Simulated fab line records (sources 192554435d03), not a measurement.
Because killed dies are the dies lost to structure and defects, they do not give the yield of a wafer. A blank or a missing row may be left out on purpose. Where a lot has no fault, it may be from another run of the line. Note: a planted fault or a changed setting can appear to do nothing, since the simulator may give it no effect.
Which tool was responsible? :: flow n5Finfet :: 9 lots (27 wafers sampled), 1 step of a 1938-step route

## WHAT THE GAUGES READ, wafer by wafer
N5_BEOL_M4_RC_MEAS_101. Usual: DIBL_N 36.0 mV/V, standard deviation 1.3; DIBL_P 36.2 mV/V, standard deviation 1.7; IOFF_N 0.155 nA/um, standard deviation 0.024; IOFF_P 0.21 nA/um, standard deviation 0.034; ION_N 674 uA/um, standard deviation 9; ION_P 463 uA/um, standard deviation 7.1; SS_N 71.4 mV/dec, standard deviation 0.5; SS_P 73.4 mV/dec, standard deviation 0.57; VT_N 250.0 mV, standard deviation 2.8; VT_P -251 mV, standard deviation 3.2.
lot: L752
measured: day 12 01:49
on: prober-02
DIBL_N (mV/V): 33.4 37.6 34.8
DIBL_P (mV/V): 33.2 38.7 34.7
IOFF_N (nA/um): 0.119 0.184 0.129
IOFF_P (nA/um): 0.16 0.24 0.19
ION_N (uA/um): 674 687 670
ION_P (uA/um): 468 469 466
SS_N (mV/dec): 70.7 71.9 71.7
SS_P (mV/dec): 72.5 74.5 72.3
VT_N (mV): 250.9 246.6 250.3
VT_P (mV): -252 -245 -252
flag: 

lot: L754
measured: day 12 11:48
on: prober-02
DIBL_N (mV/V): 36.0 35.0 35.2
DIBL_P (mV/V): 37.5 35.7 36.4
IOFF_N (nA/um): 0.157 0.144 0.153
IOFF_P (nA/um): 0.21 0.18 0.19
ION_N (uA/um): 672 667 678
ION_P (uA/um): 459 452 462
SS_N (mV/dec): 71.7 71.4 70.7
SS_P (mV/dec): 73.4 73.0 74.2
VT_N (mV): 250.7 251.3 250.9
VT_P (mV): -251 -252 -251
flag: 

lot: L761
measured: day 13 23:57
on: prober-02
DIBL_N (mV/V): 37.7 35.4 38.0
DIBL_P (mV/V): 36.4 33.7 37.1
IOFF_N (nA/um): 0.176 0.134 0.192
IOFF_P (nA/um): 0.26 0.21 0.28
ION_N (uA/um): 683 668 678
ION_P (uA/um): 472 465 473
SS_N (mV/dec): 71.4 72.0 72.3
SS_P (mV/dec): 74.0 73.5 73.9
VT_N (mV): 245.8 247.5 245.9
VT_P (mV): -246 -246 -243
flag: 

lot: L759
measured: day 14 03:13
on: prober-01
DIBL_N (mV/V): 35.1 36.7 36.6
DIBL_P (mV/V): 35.2 37.5 37.3
IOFF_N (nA/um): 0.152 0.187 0.185
IOFF_P (nA/um): 0.23 0.26 0.25
ION_N (uA/um): 678 689 678
ION_P (uA/um): 474 475 468
SS_N (mV/dec): 70.9 71.5 72.2
SS_P (mV/dec): 72.6 73.5 73.5
VT_N (mV): 250.0 246.1 245.4
VT_P (mV): -247 -244 -246
flag: 

lot: L762
measured: day 14 07:26
on: prober-02
DIBL_N (mV/V): 38.0 36.2 36.5
DIBL_P (mV/V): 38.0 36.0 35.8
IOFF_N (nA/um): 0.180 0.142 0.143
IOFF_P (nA/um): 0.24 0.20 0.20
ION_N (uA/um): 680 664 667
ION_P (uA/um): 466 459 463
SS_N (mV/dec): 71.8 71.0 71.7
SS_P (mV/dec): 73.8 73.3 73.8
VT_N (mV): 249.6 249.0 253.3
VT_P (mV): -252 -252 -252
flag: 

lot: L765
measured: day 14 15:31
on: prober-01
DIBL_N (mV/V): 36.7 37.5 36.4
DIBL_P (mV/V): 36.2 37.5 36.1
IOFF_N (nA/um): 0.164 0.180 0.156
IOFF_P (nA/um): 0.24 0.26 0.23
ION_N (uA/um): 680 683 680
ION_P (uA/um): 473 476 472
SS_N (mV/dec): 72.1 72.1 72.2
SS_P (mV/dec): 73.5 74.1 73.3
VT_N (mV): 250.9 251.2 250.9
VT_P (mV): -246 -246 -247
flag: 

lot: L769
measured: day 15 11:43
on: prober-01
DIBL_N (mV/V): 35.7 34.8 34.3
DIBL_P (mV/V): 34.9 34.3 34.5
IOFF_N (nA/um): 0.135 0.120 0.121
IOFF_P (nA/um): 0.20 0.19 0.19
ION_N (uA/um): 676 668 664
ION_P (uA/um): 464 464 464
SS_N (mV/dec): 70.9 71.0 70.4
SS_P (mV/dec): 73.0 72.4 72.5
VT_N (mV): 251.9 255.6 253.3
VT_P (mV): -251 -249 -250
flag: 

lot: L766
measured: day 16 09:26
on: prober-01
DIBL_N (mV/V): 34.5 36.4 35.0
DIBL_P (mV/V): 35.1 37.7 35.5
IOFF_N (nA/um): 0.136 0.172 0.146
IOFF_P (nA/um): 0.18 0.22 0.19
ION_N (uA/um): 669 680 671
ION_P (uA/um): 456 468 467
SS_N (mV/dec): 70.9 71.4 71.5
SS_P (mV/dec): 73.0 73.1 72.6
VT_N (mV): 251.0 246.8 249.7
VT_P (mV): -253 -251 -251
flag: 

lot: L767
measured: day 16 13:35
on: prober-01
DIBL_N (mV/V): 34.7 35.3 35.4
DIBL_P (mV/V): 32.5 34.4 33.5
IOFF_N (nA/um): 0.112 0.135 0.127
IOFF_P (nA/um): 0.16 0.18 0.17
ION_N (uA/um): 663 673 668
ION_P (uA/um): 452 460 458
SS_N (mV/dec): 71.0 70.2 70.6
SS_P (mV/dec): 73.3 72.5 72.5
VT_N (mV): 256.1 253.0 254.5
VT_P (mV): -255 -251 -253
flag: 

## WHICH TOOL RAN EACH LOT (tool, then ch and the chambers of the sampled wafers, then the start)
There is no process step in the record ahead of these readings.

## AS READ BY THE TOOLS THEMSELVES (means over the sampled wafers that have a number; for cases with no such wafer, the mark the record gives instead)
The record holds no such reading with a usual standard deviation.

## THE ANSWER, worked out from the rows above alone
Rule: a lot is off if the mean of its wafers that have a number lies more than 3 standard deviations from the usual mean. A lot without any number at a reading at which 4 lots or more have one is off too. Where the step has rows for the other lots, those lots are counted as sound. The gauges are gone through in route order, then the tools' own readings, and for those a lot's mean is taken as printed above. At the first step where some lot is off, the reading lying furthest off is the one used; lots without a number count as furthest.
Across all readings shown, no lot is off: no conclusion can be drawn from this.

## WHAT THE SIMULATOR HAD INSERTED
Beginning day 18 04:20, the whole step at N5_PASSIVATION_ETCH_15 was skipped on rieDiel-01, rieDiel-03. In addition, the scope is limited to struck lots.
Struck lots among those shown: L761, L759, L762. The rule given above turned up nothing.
